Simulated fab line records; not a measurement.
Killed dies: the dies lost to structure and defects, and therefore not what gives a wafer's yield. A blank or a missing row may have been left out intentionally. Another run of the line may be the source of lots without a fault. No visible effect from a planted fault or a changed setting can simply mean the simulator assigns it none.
Comparing a struck lot with a sound one -- flow n5-finfet -- 41 steps out of a route of 1938
Sound: wafers L862.3, L862.4, L862.6. Struck: wafers L874.1, L874.2, L874.4. The cause is given at the end.
Each step with rows lists, per side, the tool, then ch with its chambers, then its first start. Under that, the readings that differ: sound wafers -- struck wafers -- difference of the means -- sigmas: that difference in standard deviations of wafers without a fault.
alike: same words and numbers on both sides, and readings whose means sit less than 2 such deviations apart. not compared: any withheld reading, any reading some wafer has no value for, any bound like >300 that may hide the same value, and any number with overlapping values for which the record gives no deviation.
The two part at a step that has a row with sigmas, a row that says differs or no value, or rows on one side only. When numbers do not overlap yet have no deviation, they are printed without sigmas and do not part them. A reading missing from all wafers of one side parts the sides only when that side holds two or more wafers.

first, 11 steps without rows for these wafers: N5_BEOL_M0_SAQP_STRIP_80 (strips in N2/H2); N5_BEOL_M0_SAQP_HM_OPEN_112 (chemistry CHF3/O2, target SiO2, stops on a-Si, target depth 12 nm, time 13.5 s); N5_BEOL_M0_SAQP_STRIP_113 (strips in CHF3/O2); N5_BEOL_M0_SAQP_MANDREL_ETCH_20 (etches a-Si in HBr/Cl2, stops on SiNx, target depth 60 nm, bt time 10 s, time 30 s); N5_BEOL_M0_SAQP_STRIP_86 (strips in N2/H2); N5_BEOL_M0_SAQP_STRIP_115 (strips in post etch residue remover, time 60 s); N5_BEOL_M0_SAQP_SRD_93 (time 30 s); N5_BEOL_M0_SAQP_RECESS_114 (chemistry HF/NH3, target SiO2, target depth 14.4 nm, afs cycles 3, sublimation time 60 s); N5_BEOL_M0_SAQP_SPACER1_ALD_98 (deposits SiO2, target thk 12.8 nm, pulse time 1 s, purge time 2 s); N5_BEOL_M0_SAQP_SPACER1_ETCHBACK_99 (etches SiO2 in CHF3/O2, target depth 15.4 nm, time 7.7 s); N5_BEOL_M0_SAQP_MANDREL1_REMOVE_100 (chemistry HBr/Cl2/O2, target a-Si, stops on SiNx, bt time 10 s).
N5_BEOL_M0_SAQP_ETCH_101: etches SiNx in CH3F/O2, target depth 29.9 nm, time 42.7 s.
  sound on rie-diel-04 ch 1,2, day 6 17:42; struck on rie-diel-04 ch 0,1,2, day 9 12:41
  alike: drypump-motor-current-A, oes-product-au, rf-fwd-power-W, rf-vpp-V, showerhead-plenum-p-Torr, throttle-valve-pct
  not compared: rf-hours-counter-h
then, 20 steps without rows for these wafers: N5_BEOL_M0_SAQP_ETCH_102 (etches SiO2 in CF4, target depth 4 nm, time 4.4 s); N5_BEOL_M0_SAQP_MANDREL_ETCH_103 (etches a-Si in HBr/Cl2, stops on SiCN, target depth 45 nm, bt time 10 s, time 27 s); N5_BEOL_M0_SAQP_RECESS_104 (chemistry HF/NH3, target SiO2, target depth 18 nm, afs cycles 3, sublimation time 60 s); N5_BEOL_M0_SAQP_COAT_105 (time 60 s, resist thk 100 nm); N5_BEOL_M0_SAQP_ETCH_106 (etches SOC in N2/H2, stops on SiNx, target depth 150 nm); N5_BEOL_M0_SAQP_ETCH_107 (etches SiNx in CH3F/O2, target depth 30 nm); N5_BEOL_M0_SAQP_STRIP_108 (strips in N2/H2); N5_BEOL_M0_SAQP_RECESS_109 (chemistry HF/NH3, target SiO2, target depth 3 nm, afs cycles 1, sublimation time 60 s); N5_BEOL_M0_SAQP_SPACER2_ALD_26 (deposits SiO2, target thk 15 nm, pulse time 1 s, purge time 2 s); N5_BEOL_M0_SAQP_SPACER2_ETCHBACK_27 (etches SiO2 in CHF3/O2, target depth 22.5 nm, time 11.25 s); N5_BEOL_M0_SAQP_MANDREL2_REMOVE_110 (chemistry HBr/Cl2/O2, target a-Si, stops on SiCN, bt time 10 s); N5_BEOL_M0_SAQP_COAT_69 (time 60 s, resist thk 90 nm); N5_BEOL_M0_SAQP_COAT_72 (time 60 s, resist thk 15 nm); N5_BEOL_M0_SAQP_COAT_87 (time 60 s, resist thk 5 nm); N5_BEOL_M0_SAQP_COAT_34 (resist thk 30 nm); N5_BEOL_M0_SAQP_EBR_36; N5_BEOL_M0_SAQP_SOFTBAKE_35 (time 60 s); N5_BEOL_M0_SAQP_EXPOSE_37 (exposes mask M0 CUT1, target cd 30 nm); N5_BEOL_M0_SAQP_PEB_38 (peb time 60 s); N5_BEOL_M0_SAQP_DEVELOP_39 (develop time 30 s).
N5_BEOL_M0_SAQP_INSPECT_42: inspects for defects (brightfield).
  sound: defect-inspect-01 at day 6 20:09; struck: defect-inspect-02 at day 9 14:48
reading,sound,struck,difference,sigmas
raw-defect-count,366 170 272,599 545 574,+303,+3
then, 5 steps without rows for these wafers: N5_BEOL_M0_SAQP_DESCUM_45 (chemistry O2, time 7 s); N5_BEOL_M0_SAQP_ETCH_88 (etches underlayer in N2/H2, target depth 6.5 nm, time 5.2 s); N5_BEOL_M0_SAQP_ETCH_73 (etches SiARC in CF4, target depth 19.5 nm, time 32.5 s); N5_BEOL_M0_SAQP_CUT_ETCH_46 (etches SOC in N2/H2, target depth 135 nm, overetch 27 nm, time 202.5 s); N5_BEOL_M0_SAQP_STRIP_74 (strips in N2/H2).
N5_BEOL_M0_CUTY_INSPECT_59: inspects for defects (macro).
  sound: defect-inspect-02 at day 6 21:36; struck: defect-inspect-01 at day 9 16:26
reading,sound,struck,difference,sigmas
raw-defect-count,1 5 1,238 251 225,+236,+99 or more
N5_BEOL_M4_RC_MEAS_101:
  sound on prober-02 ch 0, day 8 21:19; struck on prober-01 ch 0, day 11 15:34
  alike: DIBL_N, DIBL_P, IOFF_N, IOFF_P, ION_N, ION_P, SS_N, SS_P, VT_N, VT_P
-- record jumps: 4 days separate the struck wafers' starts on either side; left off in module BEOL_M4, taken up again in module PASSIVATION, whose first shown step is the route's number 1936 --
N5_PASSIVATION_PROBE_49:
  the record has rows for the struck wafers here (prober-02, day 15 23:04) and none for the sound ones

## WHERE THEY PART
Earliest at N5_BEOL_M0_SAQP_INSPECT_42; latest, in this record, at N5_PASSIVATION_PROBE_49.

WHY: what the simulator had put in
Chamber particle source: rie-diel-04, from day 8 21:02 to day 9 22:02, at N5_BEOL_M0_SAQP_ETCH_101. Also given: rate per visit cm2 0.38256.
